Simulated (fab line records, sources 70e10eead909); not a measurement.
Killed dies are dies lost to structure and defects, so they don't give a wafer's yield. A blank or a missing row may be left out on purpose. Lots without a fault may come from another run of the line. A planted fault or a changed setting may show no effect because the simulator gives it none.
A struck lot beside a sound one | flow nand_harc | 15 steps out of a route of 1159
Sound: wafers L463.2, L463.5, L463.6. Struck: wafer L469.2. (L469.1 of the same lot was not struck and is left out.) The cause comes at the end.
At each step with rows: each side's tool, then ch and its chambers, then its first start. Under that, the readings that differ: sound wafers | struck wafers | difference of the means | sigmas: that difference in standard deviations of wafers without a fault.
alike: readings whose means differ by less than 2 such deviations, and words and numbers that are the same on both sides. not compared: withheld readings, readings that some wafer has no value for, bounds like >300 that may hide the same value, and numbers for which the record gives no deviation and whose values overlap.
The two part at a step that has a row with sigmas, a row that says differs or no value, or rows on one side only. Numbers that don't overlap but have no deviation are shown without sigmas and don't part them. A reading that every wafer of one side lacks parts them only if that side has two wafers or more.

first, 8 steps without rows for these wafers: NHARC_A_CONTACT_COAT_34 (time 75 s); NHARC_A_CONTACT_COAT_35 (time 65 s); NHARC_A_CONTACT_COAT_36 (resist thk 90 nm); NHARC_A_CONTACT_SOFTBAKE_37 (time 55 s); NHARC_A_CONTACT_EBR_38; NHARC_A_CONTACT_EXPOSE_39 (exposes mask A CC 3); NHARC_A_CONTACT_PEB_40 (peb time 65 s); NHARC_A_CONTACT_DEVELOP_41 (develop time 35 s).
NHARC_A_CONTACT_CD_MEAS_42: target cd 200 nm.
  sound on cd_sem-02 ch 0, day 19 15:54; struck on cd_sem-03 ch 0, day 20 17:11
  alike: cd_nm
NHARC_A_CONTACT_OVL_MEAS_43:
  sound on overlay-01, day 19 15:59; struck on overlay-01, day 20 17:16
  alike: overlay_x_nm, overlay_y_nm
NHARC_A_CONTACT_INSPECT_44:
  sound on defect_inspect-02, day 19 16:01; struck on defect_inspect-01, day 20 17:19
  alike: raw_defect_count
NHARC_A_CONTACT_DESCUM_47: chemistry O2, time 3 s.
  sound on rie_diel-01 ch 1,2, day 19 16:05; struck on rie_diel-07 ch 0, day 20 17:22
  alike: drypump_motor_current_A, oes_product_au, rf_vpp_V, showerhead_plenum_p_Torr, throttle_valve_pct
  not compared: rf_hours_counter_h
NHARC_A_CONTACT_ETCH_48: etches the open film in CF4, target depth 39 nm, time 65 s.
  sound on rie_diel-01 ch 1,2, day 19 16:11; struck on rie_diel-07 ch 1, day 20 17:28
  reading          | sound          | struck | difference | sigmas
  run_length_s (s) | 86.0 86.0 86.1 | 82.4   | -3.6       | -9
  alike: drypump_motor_current_A, oes_product_au, rf_vpp_V, showerhead_plenum_p_Torr, throttle_valve_pct
  not compared: rf_hours_counter_h
NHARC_A_CONTACT_ETCH_49: etches the open film in N2/H2, target depth 260 nm, time 475.3 s.
  sound on rie_diel-01 ch 1,2,3; struck on rie_diel-07 ch 0
  alike: drypump_motor_current_A, oes_product_au, rf_vpp_V, run_length_s, showerhead_plenum_p_Torr, throttle_valve_pct
  not compared: rf_hours_counter_h
NHARC_END_SORT_01:
  the record has rows for the sound wafers here (prober-02 ch 0, day 22 14:43) and none for the struck ones

WHERE THEY PART
First at NHARC_A_CONTACT_ETCH_48; last, within this record, at NHARC_END_SORT_01.

WHY: what the simulator had put in
Process parameter drift: rie_diel-07, from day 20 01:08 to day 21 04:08, at NHARC_A_CONTACT_ETCH_48. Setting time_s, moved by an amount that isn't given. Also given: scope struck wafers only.
